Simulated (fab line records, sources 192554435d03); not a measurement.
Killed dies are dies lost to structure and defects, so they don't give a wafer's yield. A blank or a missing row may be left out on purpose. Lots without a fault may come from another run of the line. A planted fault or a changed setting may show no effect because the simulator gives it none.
Problem report in the 8D (eight disciplines) form, filled by code | flow n5_finfet | the parts of the form that need people (team, actions taken, sign-off) are left out

1. THE PROBLEM
etch_rf_on_time_s at N5_BEOL_M4_ETCH_74 reads a mean of 3.08 s on 2 wafers of 2 lots; wafers without a fault read 5.23 s with a standard deviation of 0.16. That is -13 standard deviations from the usual mean.
The step: etches underlayer in N2/H2, target depth 6.5 nm, time 5.2 s.
First seen on wafer L490.6, day 9 14:44, on rie_diel-06. The record holds 25 wafers of 9 lots with a number at this step. Rule for "out", or "out of limits": more than 4 standard deviations from the usual mean. The other wafers with a number count as sound.

2. WHAT IT IS AND WHAT IT IS NOT
question                    | is                                | is not
which readings at this step | etch_rf_on_time_s, oes_product_au | drypump_motor_current_A, showerhead_plenum_p_Torr, throttle_valve_pct
which lots                  | L490, L492                        | L484, L487, L500, L501, L502, L503, L504
which wafers of those lots  | L490.6, L492.6                    | L490.5, L492.5
read on which tools         | rie_diel-06                       | rie_diel-02, rie_diel-04
when                        | from day 9 14:44                  | up to then (7 sound wafers); but 16 sound wafers of L492, L500, L501, L502, L503, L504 came after

3. SUSPECTS, AND WHAT RULES EACH OUT
Counting: a tool at a process step up to the reading stays a suspect if it ran every lot that is out. Sound lots after the first of them don't rule it out here, since some wafers of a struck lot are sound.
- rie_diel-06 at N5_BEOL_M4_ETCH_74 (etches underlayer in N2/H2, target depth 6.5 nm, time 5.2 s): kept. It ran every lot that is out, first L490 (day 9 14:44); its last sound lot up to then is L487 (day 8 17:38). Its own readings are out on those wafers: etch_rf_on_time_s, oes_product_au.
Left after counting: rie_diel-06 at N5_BEOL_M4_ETCH_74.

4. THE CAUSE (what the simulator had put in)
Process parameter drift: rie_diel-06, from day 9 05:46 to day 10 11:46, at N5_BEOL_M4_ETCH_74. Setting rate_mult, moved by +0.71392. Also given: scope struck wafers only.
Counting left only this tool.

5. THE CHAIN OF EFFECTS, in route order
Each row: a reading whose mean over the struck wafers that have a number lies more than 3 standard deviations from the usual. Only readings for which the record gives a usual standard deviation are gone through. hours: the time from each lot's start at the first step in this table that gives one to its start at this step, as a median over the lots. sigmas: the change in usual standard deviations.
hours | step               | reading           | usual     | on struck wafers | change | sigmas
0     | N5_BEOL_M4_ETCH_74 | etch_rf_on_time_s | 5.23 s    | 3.08             | -2.16  | -13
0     | N5_BEOL_M4_ETCH_74 | oes_product_au    | 0.67 a.u. | 1.06             | +0.39  | +5.6
The process steps in it:
- N5_BEOL_M4_ETCH_74: etches underlayer in N2/H2, target depth 6.5 nm, time 5.2 s.
Later measuring or inspecting steps at which every struck wafer that the step has a row for has a number for every such reading, and none has moved that far: N5_BEOL_M4_RC_MEAS_101.

6. WHAT WOULD HAVE CAUGHT IT SOONER
In this record the first reading out of limits was taken at day 9 14:44, 9 hours after the fault began at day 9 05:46.
